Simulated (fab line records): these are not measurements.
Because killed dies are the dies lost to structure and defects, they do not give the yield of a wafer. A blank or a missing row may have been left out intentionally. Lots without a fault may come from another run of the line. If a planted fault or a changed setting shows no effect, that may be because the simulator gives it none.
The tool behind it: which one? + flow n5-finfet + 29 wafers from 10 lots sampled at 2 of the route's 1938 steps

WHAT THE GAUGES READ, wafer by wafer
N5_BEOL_M1_CD_MEAS_28: target cd y 23.3 nm.
| lot  | measured     | on        | cd-nm (nm)        |
|------|--------------|-----------|-------------------|
| L151 | day 6 15:14  | cd-sem-03 | 23.93 23.72 24.42 |
| L154 | day 7 09:17  | cd-sem-01 | 24.08 23.71       |
| L152 | day 7 12:03  | cd-sem-03 | 23.69 24.04 24.12 |
| L156 | day 7 17:50  | cd-sem-02 | 24.35 23.95 24.16 |
| L163 | day 9 05:44  | cd-sem-03 | 24.06 23.99 23.71 |
| L169 | day 10 18:22 | cd-sem-03 | 24.12 23.81 23.83 |
| L171 | day 11 05:07 | cd-sem-03 | 23.85 24.12 23.41 |
| L172 | day 11 12:08 | cd-sem-03 | 24.08 23.98 24.08 |
| L173 | day 11 19:42 | cd-sem-03 | 24.35 24.27 24.16 |
| L174 | day 12 02:47 | cd-sem-03 | 23.87 24.11 24.29 |

TOOL THAT RAN EACH LOT (tool first, then ch and the chambers of the sampled wafers, then the start)
| lot  | N5_BEOL_M1_DESCUM_16               |
|------|------------------------------------|
| L151 | rie-diel-02 ch 0,2,3, day 6 14:22  |
| L154 | rie-diel-06 ch 1, day 7 08:32      |
| L152 | rie-diel-06 ch 1,2,3, day 7 11:17  |
| L156 | rie-diel-02 ch 0,1,3, day 7 16:58  |
| L163 | rie-diel-02 ch 0,1,2, day 9 04:50  |
| L169 | rie-diel-03 ch 2,3, day 10 17:26   |
| L171 | rie-diel-03 ch 0,2,3, day 11 04:17 |
| L172 | rie-diel-03 ch 0,1,3, day 11 11:21 |
| L173 | rie-diel-06 ch 0,2,3, day 11 18:57 |
| L174 | rie-diel-06 ch 0,1, day 12 01:55   |
- N5_BEOL_M1_DESCUM_16: chemistry O2, time 7 s.

THE ANSWER, worked out from the rows above alone
Rule: what is usual is taken from the lots themselves. The widest of any qualifying gaps counts: lots, ordered by their means at a reading, are off when they make up no more than a third of the lots, leave a main group of 4 or more, and stand apart from it by 3 or more times the standard deviation of that group's means. A main group is skipped when, at the precision printed for the reading in the tables above, its means are all equal. Also off: a lot with no number at a reading for which 4 or more lots have one. Where the step has rows for the other lots, those lots are counted as sound.
No lot is off at any reading shown: from this, nothing can be told.

WHAT THE SIMULATOR HAD PUT IN
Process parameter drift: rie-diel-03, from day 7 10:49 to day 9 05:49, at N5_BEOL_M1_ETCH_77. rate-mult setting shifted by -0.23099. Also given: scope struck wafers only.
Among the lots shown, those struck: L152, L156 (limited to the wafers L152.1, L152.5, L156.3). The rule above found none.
